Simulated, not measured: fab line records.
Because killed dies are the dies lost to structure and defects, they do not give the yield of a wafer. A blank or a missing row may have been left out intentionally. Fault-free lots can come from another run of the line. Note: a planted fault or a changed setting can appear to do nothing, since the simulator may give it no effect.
Chamber matching :: flow nand harc :: 4 sister chambers for NHARC_A_CHANNEL_FILL_D1_CMP_10 on cmp-03
The step polishes, target thk 150 nm. 8 wafers are shown with their chamber, then 8 later ones without.

WAFERS, EACH WITH ITS CHAMBER
wafer: L745.4
chamber: 0
time to endpoint s (s): 17.9
motor current A (A): 12.0

wafer: L745.6
chamber: 0
time to endpoint s (s): 18.6
motor current A (A): 12.3

wafer: L748.2
chamber: 3
time to endpoint s (s): 15.4
motor current A (A): 11.7

wafer: L748.4
chamber: 2
time to endpoint s (s): 12.8
motor current A (A): 12.4

wafer: L750.1
chamber: 3
time to endpoint s (s): 14.8
motor current A (A): 11.6

wafer: L750.2
chamber: 1
time to endpoint s (s): 12.7
motor current A (A): 13.0

wafer: L750.5
chamber: 2
time to endpoint s (s): 12.9
motor current A (A): 11.1

wafer: L755.2
chamber: 1
time to endpoint s (s): 12.5
motor current A (A): 12.8

WAFERS WHOSE CHAMBER IS MISSING
wafer: L755.5
time to endpoint s (s): 15.4
motor current A (A): 12.1

wafer: L755.6
time to endpoint s (s): 10.1
motor current A (A): 12.7

wafer: L761.1
time to endpoint s (s): 16.5
motor current A (A): 13.8

wafer: L761.2
time to endpoint s (s): 16.0
motor current A (A): 11.6

wafer: L761.4
time to endpoint s (s): 15.5
motor current A (A): 12.3

wafer: L763.1
time to endpoint s (s): 16.6
motor current A (A): 11.9

wafer: L763.2
time to endpoint s (s): 16.7
motor current A (A): 12.6

wafer: L763.5
time to endpoint s (s): 16.3
motor current A (A): 11.3

EACH ONE'S CHAMBER
wafer: L755.5
from the rows above: 3
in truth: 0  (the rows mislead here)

wafer: L755.6
from the rows above: can't be placed: 1 or 2
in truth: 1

wafer: L761.1
from the rows above: can't be placed: 3 or 0
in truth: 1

wafer: L761.2
from the rows above: 3
in truth: 3

wafer: L761.4
from the rows above: 3
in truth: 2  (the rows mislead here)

wafer: L763.1
from the rows above: can't be placed: 3 or 0
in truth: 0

wafer: L763.2
from the rows above: can't be placed: 0 or 3
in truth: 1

wafer: L763.5
from the rows above: 3
in truth: 3
Correctly placed: 2 of 8. Cannot be placed on the basis of these rows: 4; the candidates contain the true chamber in 2. 2 placed wrongly.
How it was worked out, from the rows above alone: a wafer's distance from a chamber is the root of the sum, over the readings, of the square of ((its reading less the chamber's mean) divided by the reading's scatter). The wafer belongs to the nearest chamber; if the next one is less than 2 further off, it can't be placed. A chamber's mean is the mean of its shown wafers. The scatter: take each reading less its chamber's mean, square it, sum over the shown wafers, divide by the number of wafers less the number of chambers, and take the root.
